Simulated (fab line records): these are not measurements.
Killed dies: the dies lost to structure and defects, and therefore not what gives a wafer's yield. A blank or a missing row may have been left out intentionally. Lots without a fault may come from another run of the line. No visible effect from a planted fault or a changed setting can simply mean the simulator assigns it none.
Chamber matching :: flow nand harc :: NHARC_A_STAIRCASE_DEP_156 on pecvd-04 has 3 sister chambers
The step deposits SiNx, target thk 50 nm. 6 wafers are shown with their chamber, then 7 later ones without.

## WAFERS, EACH WITH ITS CHAMBER
wafer: L079.1
chamber: 0
heater power w (W): 918

wafer: L087.1
chamber: 2
heater power w (W): 616

wafer: L087.5
chamber: 0
heater power w (W): 745

wafer: L087.6
chamber: 1
heater power w (W): 610

wafer: L088.4
chamber: 2
heater power w (W): 630

wafer: L088.5
chamber: 1
heater power w (W): 556

## WAFERS MISSING THEIR CHAMBER
wafer: L088.6
heater power w (W): 830

wafer: L093.2
heater power w (W): 765

wafer: L093.3
heater power w (W): 576

wafer: L093.5
heater power w (W): 575

wafer: L095.1
heater power w (W): 845

wafer: L095.4
heater power w (W): 638

wafer: L095.5
heater power w (W): 583

## WHICH CHAMBER EACH WENT THROUGH
wafer: L088.6
from the rows above: 0
in truth: 0

wafer: L093.2
from the rows above: can't be placed: 0 or 2 or 1
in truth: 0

wafer: L093.3
from the rows above: can't be placed: 1 or 2
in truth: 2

wafer: L093.5
from the rows above: can't be placed: 1 or 2
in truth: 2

wafer: L095.1
from the rows above: 0
in truth: 0

wafer: L095.4
from the rows above: can't be placed: 2 or 1
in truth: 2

wafer: L095.5
from the rows above: can't be placed: 1 or 2
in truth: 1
Correct placement for 2 of the 7. These rows do not allow placing 5 (true chamber among the candidates in 5). Number placed wrongly: 0.
How it was worked out, from the rows above alone: a wafer's distance from a chamber is the root of the sum, over the readings, of the square of ((its reading less the chamber's mean) divided by the reading's scatter). If the next closest chamber is less than 2 further off than the closest, the wafer can't be placed; otherwise it belongs to the closest. Each chamber's mean is taken over the wafers shown for it. The scatter is the square root of a quotient: the sum, over the shown wafers, of each reading's squared deviation from its chamber's mean, divided by wafers minus chambers.
